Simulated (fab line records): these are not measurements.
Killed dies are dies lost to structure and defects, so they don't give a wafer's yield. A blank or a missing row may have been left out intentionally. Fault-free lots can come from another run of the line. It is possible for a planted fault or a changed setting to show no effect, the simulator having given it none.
Lot-split experiment + flow n5Finfet + route with 1938 steps; 7 lots, 21 wafers read

== THE SPLIT ITSELF ==
At N5_FIN_CUT_CUT_ETCH_26 (etches SiNx in CH3F/O2, target depth 39 nm, time 55.7 s), the setting sourceW was moved away from the recipe's 395 W on 6 of the 21 wafers read, by -12.7% to +16.7%. For the rest of the wafers, this setting stayed at what the recipe calls for.

The reading is taken at the split's own step.

== THE READING ==
rfVppV, in V, at N5_FIN_CUT_CUT_ETCH_26 (etches SiNx in CH3F/O2, target depth 39 nm, time 55.7 s). Fault-free wafers of this fab line usually give 297 V, standard deviation 4.2 V.

| wafer  | tool, chamber at the split | sourceW as run, W | against the recipe | rfVppV, V | against lot-mates on the recipe |
|--------|----------------------------|-------------------|--------------------|-----------|---------------------------------|
| L078.1 | rieDiel-04, 1              | 461.1             | +16.7%             | 283       | -18                             |
| L078.2 | rieDiel-04, 3              | 395               | recipe             | 300       | -                               |
| L078.6 | rieDiel-04, 1              | 395               | recipe             | 301       | -                               |
| L080.1 | rieDiel-04, 3              | 372.5             | -5.7%              | 308       | +6                              |
| L080.2 | rieDiel-04, 0              | 395               | recipe             | 302       | -                               |
| L080.6 | rieDiel-04, 1              | 372.5             | -5.7%              | 310       | +8                              |
| L092.1 | rieDiel-04, 0              | 376.3             | -4.7%              | 307       | +7                              |
| L092.3 | rieDiel-04, 2              | 376.3             | -4.7%              | 301       | +1                              |
| L092.4 | rieDiel-04, 0              | 395               | recipe             | 300       | -                               |
| L093.2 | rieDiel-01, 2              | 395               | recipe             | 290       | -                               |
| L093.5 | rieDiel-01, 3              | 395               | recipe             | 297       | -                               |
| L093.6 | rieDiel-01, 0              | 395               | recipe             | 289       | -                               |
| L094.3 | rieDiel-04, 1              | 395               | recipe             | 303       | -                               |
| L094.4 | rieDiel-04, 1              | 395               | recipe             | 301       | -                               |
| L094.5 | rieDiel-04, 0              | 395               | recipe             | 300       | -                               |
| L096.1 | rieDiel-04, 2              | 395               | recipe             | 295       | -                               |
| L096.5 | rieDiel-04, 3              | 395               | recipe             | 300       | -                               |
| L096.6 | rieDiel-04, 2              | 395               | recipe             | 296       | -                               |
| L097.2 | rieDiel-04, 3              | 344.8             | -12.7%             | 320       | +22                             |
| L097.4 | rieDiel-04, 2              | 395               | recipe             | 296       | -                               |
| L097.5 | rieDiel-04, 3              | 395               | recipe             | 300       | -                               |

FIT RESULTS
A straight line over all 21 wafers: rfVppV changes by -1.26 V for each +1% of sourceW; r = -0.84; the points scatter about the line by 4.3 V.
The same after taking each lot's own level away (the mean of its wafers on the recipe; 21 wafers): -1.24 V for each +1%; r = -0.93; scatter 2.7 V.
According to that fit, moving sourceW by its largest amount changes the reading by 21 V.
The lots' own levels span 292.0 to 302.0 V, that is 2.4 times the standard deviation above.
Consequently the slope shifts little with the lot-to-lot level, the two slopes agreeing.
Check: -25.5 V against its lot-mates is what the line predicts for one of the wafers moved furthest among these (+16.7%) when that wafer is left out of the fit. It came out at -17.5 V against them.
Tool readings at the split's step, against how far the setting was moved: rfVppV r = -0.84.

== FURTHER SPLITS ON THESE WAFERS ==
Note: prior to the reading, these wafers also went through further splits. Each is held against what the fit with the lots' levels taken away leaves over:
| other split on the same wafers       | wafers away from the commonest value | r with rfVppV (lot level and that fit taken away) |
|--------------------------------------|--------------------------------------|---------------------------------------------------|
| N5_WELL_APT_PEB_06 pebTimeS          | 4                                    | +0.31                                             |
| N5_WELL_APT_DEVELOP_07 developTimeS  | 4                                    | +0.11                                             |
| N5_WELL_APT_PEB_23 pebTempC          | 7                                    | +0.17                                             |
| N5_WELL_APT_DEVELOP_24 developTimeS  | 8                                    | -0.04                                             |
| N5_FIN_SAQP_SPACER1_ALD_24 aldCycles | 3                                    | -0.22                                             |

== THE WHOLE CHAIN: every reading that the file lists as answering this split, in the file's order ==
| step                   | what it does                                            | reading                                                       | change (the file's fit)               | r (the file's) |
|------------------------|---------------------------------------------------------|---------------------------------------------------------------|---------------------------------------|----------------|
| N5_FIN_CUT_CUT_ETCH_26 | etches SiNx in CH3F/O2, target depth 39 nm, time 55.7 s | rfVppV                                                        | -1.27 V for each +1% of the setting   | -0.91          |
| N5_FIN_CUT_CUT_ETCH_26 | etches SiNx in CH3F/O2, target depth 39 nm, time 55.7 s | etch.depthNm (the simulator's own value, which no gauge read) | +0.144 nm for each +1% of the setting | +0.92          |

== FILE'S OWN FIT ==
rfVppV changes by -1.27 V for each +1% of sourceW, r = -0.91.
